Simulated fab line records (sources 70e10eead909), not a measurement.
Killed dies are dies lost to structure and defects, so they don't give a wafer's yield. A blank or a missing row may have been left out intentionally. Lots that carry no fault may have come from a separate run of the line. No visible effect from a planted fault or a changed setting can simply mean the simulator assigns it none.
Matching of chambers	flow nand_harc	3 sister chambers for NHARC_A_ONON_D1_DEP_33 on pecvd-01
The step deposits SiO2, target thk 200 nm. 6 wafers are shown with their chamber, then 10 later ones without.

WAFERS, EACH WITH ITS CHAMBER
wafer	chamber	chamber_pressure_Torr (Torr)	throttle_valve_pct (%)
L085.2	1	6.509	16.0
L091.3	1	6.496	16.1
L091.4	0	6.520	15.8
L091.5	2	6.489	16.1
L093.1	0	6.503	15.7
L093.3	2	6.491	16.1

WAFERS WHOSE CHAMBER IS MISSING
wafer	chamber_pressure_Torr (Torr)	throttle_valve_pct (%)
L093.5	6.487	16.0
L094.1	6.477	16.0
L094.3	6.512	16.2
L094.6	6.483	15.9
L097.1	6.488	15.9
L097.2	6.481	16.1
L097.6	6.468	16.1
L096.2	6.505	16.4
L096.4	6.480	16.0
L096.5	6.506	16.0

WHICH CHAMBER EACH WENT THROUGH
wafer	from the rows above	in truth
L093.5	can't be placed: 2 or 1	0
L094.1	can't be placed: 2 or 1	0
L094.3	can't be placed: 1 or 2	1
L094.6	can't be placed: 1 or 2 or 0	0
L097.1	can't be placed: 1 or 2 or 0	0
L097.2	can't be placed: 2 or 1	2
L097.6	can't be placed: 2 or 1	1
L096.2	can't be placed: 2 or 1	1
L096.4	can't be placed: 2 or 1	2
L096.5	can't be placed: 1 or 2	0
Correctly placed: 0 of 10. Unplaceable from these rows: 10, with the true chamber sitting among the candidates in 7. 0 placed wrongly.
How it was worked out, from the rows above alone: a wafer's distance from a chamber is the root of the sum, over the readings, of the square of ((its reading less the chamber's mean) divided by the reading's scatter). If the next closest chamber is less than 2 further off than the closest, the wafer can't be placed; otherwise it belongs to the closest. For every chamber, the mean is computed from those of its wafers that are shown. The scatter is the square root of a quotient: the sum, over the shown wafers, of each reading's squared deviation from its chamber's mean, divided by wafers minus chambers.
